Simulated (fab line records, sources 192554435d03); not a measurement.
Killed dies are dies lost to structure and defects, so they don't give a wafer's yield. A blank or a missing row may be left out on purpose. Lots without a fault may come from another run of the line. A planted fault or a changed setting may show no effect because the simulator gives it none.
Chamber matching | flow n5_finfet | N5_DUMMY_REMOVAL_HM_STRIP_01 on rie_diel-03: 4 sister chambers
The step strips SiNx in CH3F/O2, stops on poly-Si, target depth 4 nm, time 6.8 s. 18 wafers are shown with their chamber, then 9 later ones without.

WAFERS WITH THEIR CHAMBER
wafer  | chamber | showerhead_plenum_p_Torr (Torr) | drypump_motor_current_A (A) | throttle_valve_pct (%)
L076.3 | 2       | 1.98                            | 6.6                         | 16.25
L076.4 | 1       | 1.91                            | 5.6                         | 16.54
L076.5 | 1       | 1.91                            | 5.6                         | 16.53
L078.2 | 0       | 2.04                            | 5.8                         | 16.29
L078.4 | 2       | 1.98                            | 6.5                         | 16.28
L078.5 | 0       | 2.04                            | 5.8                         | 16.29
L083.1 | 1       | 1.91                            | 5.6                         | 16.57
L083.3 | 3       | 1.91                            | 5.5                         | 16.31
L083.4 | 2       | 1.98                            | 6.5                         | 16.29
L085.1 | 2       | 1.98                            | 6.5                         | 16.31
L085.2 | 3       | 1.91                            | 5.5                         | 16.31
L085.3 | 1       | 1.91                            | 5.6                         | 16.57
L086.3 | 0       | 2.03                            | 5.8                         | 16.33
L086.4 | 1       | 1.91                            | 5.6                         | 16.57
L086.6 | 1       | 1.91                            | 5.6                         | 16.58
L087.2 | 2       | 1.98                            | 6.6                         | 16.30
L087.3 | 0       | 2.03                            | 5.8                         | 16.33
L087.4 | 1       | 1.91                            | 5.6                         | 16.58

SIGNATURES (means of the wafers above)
reading                  | chamber 0 | chamber 1 | chamber 2 | chamber 3 | scatter within a chamber
showerhead_plenum_p_Torr | 2.0350    | 1.9100    | 1.9800    | 1.9100    | 0.00267
drypump_motor_current_A  | 5.800     | 5.600     | 6.540     | 5.500     | 0.0293
throttle_valve_pct       | 16.3100   | 16.5629   | 16.2860   | 16.3100   | 0.0208
Rule: a wafer's distance from a chamber is the root of the sum, over the readings, of the square of ((its reading less the chamber's mean) divided by the reading's scatter). The wafer belongs to the nearest chamber; if the next one is less than 2 further off, it can't be placed. The scatter: the root of (the sum of the squares of (reading less its chamber's mean) over the shown wafers, divided by (wafers less chambers)).

WAFERS WITHOUT THEIR CHAMBER
wafer  | showerhead_plenum_p_Torr (Torr) | drypump_motor_current_A (A) | throttle_valve_pct (%)
L090.1 | 1.91                            | 5.5                         | 16.32
L090.2 | 2.03                            | 5.8                         | 16.33
L090.3 | 1.97                            | 6.5                         | 16.31
L094.2 | 1.90                            | 5.5                         | 16.34
L094.3 | 2.03                            | 5.8                         | 16.36
L094.5 | 2.03                            | 5.8                         | 16.35
L097.2 | 1.90                            | 5.5                         | 16.35
L097.5 | 1.90                            | 5.5                         | 16.35
L097.6 | 1.97                            | 6.5                         | 15.85

WHICH CHAMBER EACH WENT THROUGH
wafer  | from the rows above | in truth
L090.1 | 3                   | 3
L090.2 | 0                   | 0
L090.3 | 2                   | 2
L094.2 | 3                   | 3
L094.3 | 0                   | 0
L094.5 | 0                   | 0
L097.2 | 3                   | 3
L097.5 | 3                   | 3
L097.6 | 2                   | 2
Placed correctly: 9 of 9. Can't be placed from these rows: 0. Placed wrongly: 0.
